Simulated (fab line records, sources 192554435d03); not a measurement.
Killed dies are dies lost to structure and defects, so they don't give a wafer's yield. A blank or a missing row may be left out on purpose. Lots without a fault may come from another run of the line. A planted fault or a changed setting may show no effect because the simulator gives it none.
Chamber matching | flow n5_finfet | N5_BEOL_M8_DESCUM_33 on rie_diel-05: 4 sister chambers
The step chemistry O2, time 7 s. 4 wafers are shown with their chamber, then 9 later ones without.

WAFERS WITH THEIR CHAMBER
wafer  | chamber | showerhead_plenum_p_Torr (Torr)
L080.2 | 0       | 1.99
L081.2 | 3       | 2.10
L081.5 | 2       | 2.14
L081.6 | 1       | 2.14

WAFERS WITHOUT THEIR CHAMBER
wafer  | showerhead_plenum_p_Torr (Torr)
L084.2 | 2.14
L084.3 | 1.99
L084.6 | 2.09
L087.3 | 2.13
L087.5 | 1.99
L087.6 | 2.14
L088.1 | 1.98
L088.5 | 2.09
L088.6 | 1.98

WHICH CHAMBER EACH WENT THROUGH
wafer  | from the rows above     | in truth
L084.2 | can't be placed: 1 or 2 | 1
L084.3 | 0                       | 0
L084.6 | 3                       | 3
L087.3 | can't be placed: 1 or 2 | 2
L087.5 | 0                       | 0
L087.6 | can't be placed: 1 or 2 | 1
L088.1 | 0                       | 0
L088.5 | 3                       | 3
L088.6 | 0                       | 0
Placed correctly: 6 of 9. Can't be placed from these rows: 3 (the true chamber is among the candidates in 3). Placed wrongly: 0.
How it was worked out, from the rows above alone: a wafer's distance from a chamber is the root of the sum, over the readings, of the square of ((its reading less the chamber's mean) divided by the reading's scatter). The wafer belongs to the nearest chamber; if the next one is less than 2 further off, it can't be placed. A chamber's mean is the mean of its shown wafers. The scatter: with one shown wafer a chamber, the root of the mean of the squares of how far each hidden wafer lies from its nearest shown one.
